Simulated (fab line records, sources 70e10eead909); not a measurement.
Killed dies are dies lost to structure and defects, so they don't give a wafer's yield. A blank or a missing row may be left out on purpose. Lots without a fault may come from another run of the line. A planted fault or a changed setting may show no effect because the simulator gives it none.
fab line records | flow nand_harc
record lots=5 wafers=14 last_day=32
route steps=1302 shown A_BONDPAD@1207 END@1302
lots that met no fault: from a run of the same line without faults
start_h: hours from the record's first day to the start of the lot's first wafer shown | wait_h: hours since the lot's step before | " the same as in the row above | L1.1+2: a row that stands for several wafers | - no value, or no start given | * or withheld: withheld | < > ~ a bound
route shown NAME@n: a module of which the file shows steps, and the number in the route of the first | usual: mean/standard deviation of fault-free wafers | same: alike in all rows | chamber/n: place in a boat | sites: the reading at each site | _std_site: their standard deviation | _edge_site: outer sites' mean less inner sites' | radius_mm: how far each site lies from the wafer's centre | mask NAME#n: copy n | behind: the tool/chamber that last shaped the wafer | hold: why the lot was held/for how many hours/how that ended | device: the transistor (n, p or np) that didn't switch | end of line: the same wafers' tests at the end of the route | a step without rows: its recipe alone | killed: dies lost to structure and defects at the first sort, not the wafer's yield | map: a wafer's dies, x killed, . not, _ none there
set.NAME: the setting as run; set.NAME@STEP: as run at that earlier step | model.NAME: the simulator's own value behind a step, which no gauge read
lots at some steps of the route; a table a step, a row a wafer
services: from which hour (start_h, from the record's first day; less than 0 if before it) a tool's chamber was out of use, for how many hours, and why
## steps
# step NHARC_A_BONDPAD_HMDS_02
# recipe time_s=30
# step NHARC_A_BONDPAD_COAT_33
# recipe temp_c=200 time_s=65
# step NHARC_A_BONDPAD_COAT_03
# recipe spin_rpm=2000 resist_thk_nm=600
# step NHARC_A_BONDPAD_SOFTBAKE_04
# recipe temp_c=125 time_s=70
# step NHARC_A_BONDPAD_EBR_05
# step NHARC_A_BONDPAD_EXPOSE_06
# recipe na=0.55 dose_mj=36.99 mask_id=A_BPAD
# step NHARC_A_BONDPAD_PEB_07
# recipe peb_temp_c=128 peb_time_s=80
# step NHARC_A_BONDPAD_DEVELOP_08
# recipe time_s=50 dev_temp_c=22
# step NHARC_A_BONDPAD_CD_MEAS_09
# recipe target_cd_nm=500 landing_energy_ev=500
# usual cd_nm=500.0/1.9
# columns lot.wafer tool chamber start_h wait_h cd_nm
L633.2 cd_sem-01 0 528.03 - 500.7
L633.3 " 0 " " 502.1
L633.6 " 0 " " 502.2
L635.2 cd_sem-01 0 564.64 - 500.5
L635.4 " 0 " " 502.3
L635.6 " 0 " " 502.4
L642.1 cd_sem-03 0 617.42 - 500.1
L642.5 " 0 " " 500.8
L642.6 " 0 " " 498.6
L645.1 cd_sem-03 0 654.52 - 500.7
L645.3 " 0 " " 501.9
L645.5 " 0 " " 499.0
L653.1 cd_sem-02 0 727.19 - 500.5
L653.2 " 0 " " 500.8
# step NHARC_A_BONDPAD_OVL_MEAS_35
# usual overlay_x_nm=2/4.4 overlay_y_nm=1/5.3
# columns lot.wafer tool chamber start_h wait_h overlay_x_nm overlay_y_nm
L633.2 overlay-01 - 528.12 - 2 -8
L633.3 " - " " 2 -8
L633.6 " - " " 2 -8
L635.2 overlay-01 - 564.73 - -9 -10
L635.4 " - " " -8 -11
L635.6 " - " " -8 -10
L642.1 overlay-02 - 617.51 - 3 -6
L642.5 " - " " 3 -6
L642.6 " - " " 3 -6
L645.1 overlay-02 - 654.61 - 3 5
L645.3 " - " " 2 5
L645.5 " - " " 3 6
L653.1 overlay-01 - 727.28 - 0 0
L653.2 " - " " 1 0
# step NHARC_A_BONDPAD_HARDBAKE_10
# recipe temp_c=118 time_s=65
# step NHARC_A_BONDPAD_DESCUM_11
# recipe time_s=3 o2_flow_sccm=200 ar_flow_sccm=0 bias_power_w=0 chemistry=O2
# usual drypump_motor_current_A=5.7/0.43 oes_product_au=1.003/0.01 rf_vpp_V=57.7/1 showerhead_plenum_p_Torr=1.91/0.087 throttle_valve_pct=11.309/0.0084
# columns lot.wafer tool chamber start_h wait_h drypump_motor_current_A oes_product_au rf_hours_counter_h rf_vpp_V showerhead_plenum_p_Torr throttle_valve_pct
L633.2 rie_diel-03 3 528.24 - 5.1 0.993 1 57.0 1.92 11.304
L633.3 " 2 " " 5.8 1.009 1 58.3 2.00 11.312
L633.6 " 3 " " 5.1 0.994 - 57.7 1.92 11.324
L635.4 rie_diel-05 2 564.88 - 6.5 1.010 24 58.0 1.77 11.308
L635.2 " 0 " " 6.1 0.990 25 58.9 2.03 11.312
L635.6 " 1 " " 5.8 1.015 - 55.8 1.79 11.299
L642.1 rie_diel-03 1 617.66 - 6.1 0.987 4 58.4 1.97 11.314
L642.6 " 2 " " 5.8 1.004 - 59.0 2.00 11.303
L642.5 " 3 " " 5.1 0.995 - 58.7 1.92 11.299
L645.3 rie_diel-03 1 654.74 - 6.1 1.010 0 58.7 1.97 11.315
L645.1 " 0 " " 5.5 1.002 0 58.5 1.83 11.325
L645.5 " 2 " " 5.8 1.019 - 58.4 2.00 11.332
L653.2 rie_diel-03 2 727.41 - 5.8 1.016 2 57.6 2.00 11.307
L653.1 " 3 " " 5.1 1.009 3 57.8 1.92 11.300
# step NHARC_A_BONDPAD_ETCH_34
# recipe target_depth_a=600 overetch_a=180 time_s=65.91 ion_energy_ev=200 n2_flow_sccm=150 h2_flow_sccm=150 ar_flow_sccm=0 rf_w=400 bias_w=150 chemistry=N2/H2
# usual drypump_motor_current_A=5.7/0.43 oes_product_au=1.004/0.01 rf_vpp_V=430.6/2.6 showerhead_plenum_p_Torr=2.04/0.093 throttle_valve_pct=14.172/0.0093
# columns lot.wafer tool chamber start_h wait_h drypump_motor_current_A oes_product_au rf_hours_counter_h rf_vpp_V showerhead_plenum_p_Torr throttle_valve_pct
L633.2 rie_diel-03 1 528.33 0.1 6.1 0.994 1 432.4 2.11 14.178
L633.3 " 0 " " 5.5 1.004 1 429.1 1.94 14.165
L633.6 " 1 " " 6.1 0.982 - 433.1 2.11 14.172
L635.4 rie_diel-05 3 564.96 0.1 5.4 1.001 25 428.8 1.93 14.152
L635.2 " 0 " " 6.1 0.990 25 435.2 2.16 14.179
L635.6 " 0 " " 6.1 0.992 - 434.7 2.16 14.173
L642.1 rie_diel-03 3 617.72 0.1 5.1 0.994 4 431.4 2.05 14.175
L642.6 " 3 " " 5.1 0.995 - 431.0 2.05 14.166
L642.5 " 0 " " 5.5 0.993 - 428.0 1.94 14.182
L645.1 rie_diel-03 2 654.82 0.1 5.9 1.032 0 434.9 2.14 14.169
L645.3 " 1 " " 6.1 1.014 0 430.8 2.11 14.185
L645.5 " 2 " " 5.8 1.029 - 432.6 2.14 14.192
L653.1 rie_diel-03 1 727.50 0.1 6.1 0.843 2 432.8 2.11 14.181
L653.2 " 3 " " 5.1 0.837 3 430.5 2.05 14.160
# step NHARC_A_BONDPAD_ETCH_12
# recipe target_depth_a=2200 time_s=110 chf3_flow_sccm=50 o2_flow_sccm=10 ar_flow_sccm=200 rf_w=500 bias_w=200 chemistry=CHF3/O2
# usual drypump_motor_current_A=5.7/0.43 oes_product_au=0.946/0.024 rf_vpp_V=370.4/2.3 showerhead_plenum_p_Torr=2.39/0.1 throttle_valve_pct=20.573/0.0086
# columns lot.wafer tool chamber start_h wait_h drypump_motor_current_A oes_product_au rf_hours_counter_h rf_vpp_V showerhead_plenum_p_Torr throttle_valve_pct
L633.3 rie_diel-03 3 - - 5.1 0.946 1 370.0 2.41 20.581
L633.2 " 1 " " 6.1 0.947 1 372.0 2.47 20.572
L633.6 " 3 " " 5.1 0.960 - 370.9 2.41 20.584
L635.4 rie_diel-05 3 - - 5.4 0.935 25 368.1 2.28 20.577
L635.2 " 2 " " 6.4 0.932 24 366.3 2.22 20.578
L635.6 " 0 " " 6.1 0.918 - 371.9 2.54 20.574
L642.1 rie_diel-03 2 - - 5.9 0.958 3 371.2 2.51 20.561
L642.6 " 0 " " 5.5 0.973 - 368.8 2.30 20.576
L642.5 " 1 " " 6.1 0.963 - 372.9 2.47 20.568
L645.3 rie_diel-03 1 - - 6.1 0.973 0 371.1 2.47 20.575
L645.1 " 2 " " 5.8 0.985 0 372.8 2.51 20.571
L645.5 " 2 " " 5.8 0.975 - 372.7 2.51 20.564
L653.1 rie_diel-03 3 - - 5.1 0.922 3 370.9 2.41 20.563
L653.2 " 2 " " 5.9 0.933 2 372.6 2.51 20.573
# step NHARC_END_SORT_01
# recipe temp_c=25
# usual defect_limited_yield=91.1/2.7 killed_at_array=55/19 killed_at_other=0.6/0.99 killed_at_periphery=4.2/2.6 killed_dies=60/18 killed_open=3.4/1.7 killed_short=2.3/1.5
# same gross_dies=677
# columns lot.wafer tool chamber start_h wait_h defect_limited_yield[%] killed_at_array killed_at_other killed_at_periphery killed_dies killed_open killed_short
L642.1 prober-01 0 653.16 2.5 90.7 62 0 1 63 6 6
L642.5 prober-01 0 656.37 3.7 89.1 65 1 8 74 4 3
L642.6 prober-01 0 657.17 4.0 89.4 65 0 7 72 3 0
# killed by level:class
L642.1 A_SLIT:chamber_film_flake=23 A_CHANNEL_HOLE_D2:chamber_film_flake=10 A_CHANNEL_HOLE_D1:chamber_film_flake=6 A_CONTACT:chamber_film_flake=5 A_CHANNEL_FILL_D2:geometric_particle:open=3 A_STAIRCASE:chamber_film_flake=3 A_DECK1_JOINT:geometric_particle:short=2 A_SOURCE_PLATE:geometric_particle:short=1
L642.5 A_SLIT:chamber_film_flake=31 A_CHANNEL_HOLE_D2:chamber_film_flake=15 A_CHANNEL_HOLE_D1:chamber_film_flake=7 A_CONTACT:chamber_film_flake=7 P_CONTACT:chamber_film_flake=3 P_GATE:geometric_particle:short=1 P_M0:geometric_particle:open=1 P_M0:geometric_particle:short=1
L642.6 A_SLIT:chamber_film_flake=39 A_CHANNEL_HOLE_D2:chamber_film_flake=10 A_CONTACT:chamber_film_flake=7 A_CHANNEL_HOLE_D1:chamber_film_flake=4 P_GATE:chamber_film_flake=3 P_M1:chamber_film_flake=2 A_ONON_D1:geometric_particle:open=1 A_DECK1_JOINT:geometric_particle:open=1
## services
# columns tool chamber start_h hours kind
rie_diel-03 0 516.30 - clean
rie_diel-03 1 516.30 - clean
rie_diel-03 2 516.30 - clean
rie_diel-03 3 516.30 - clean
rie_diel-03 0 540.80 - clean
rie_diel-03 1 540.80 - clean
rie_diel-03 2 540.80 - clean
rie_diel-03 3 540.80 - clean
rie_diel-03 2 560.39 14.7 repair
rie_diel-03 0 565.30 - clean
rie_diel-03 1 565.30 - clean
rie_diel-03 3 565.30 - clean
rie_diel-05 - 583.65 9.0 pm
rie_diel-03 0 589.80 - clean
rie_diel-03 1 589.80 - clean
rie_diel-03 2 589.80 - clean
rie_diel-03 3 589.80 - clean
rie_diel-03 0 614.30 - clean
rie_diel-03 1 614.30 - clean
rie_diel-03 2 614.30 - clean
rie_diel-05 0 617.74 2.8 repair
rie_diel-03 - 635.30 9.0 pm
rie_diel-03 - 644.40 0.2 repair
rie_diel-03 - 680.59 0.4 repair
## key
first_sign step=NHARC_A_BONDPAD_ETCH_34 reading=oes_product_au direction=down sigmas=16 usual=1.004 struck=0.840
effect none on later readings
met_at NHARC_A_BONDPAD_ETCH_34
struck_wafers L653.1,L653.2
onset_between 654.82 727.50
fault kind=process_parameter_drift tool=rie_diel-03 chamber=- onset_h=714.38 steps=NHARC_A_BONDPAD_ETCH_34 channel=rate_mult offset=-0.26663 shape=step end_h=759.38 scope=struck_wafers_only
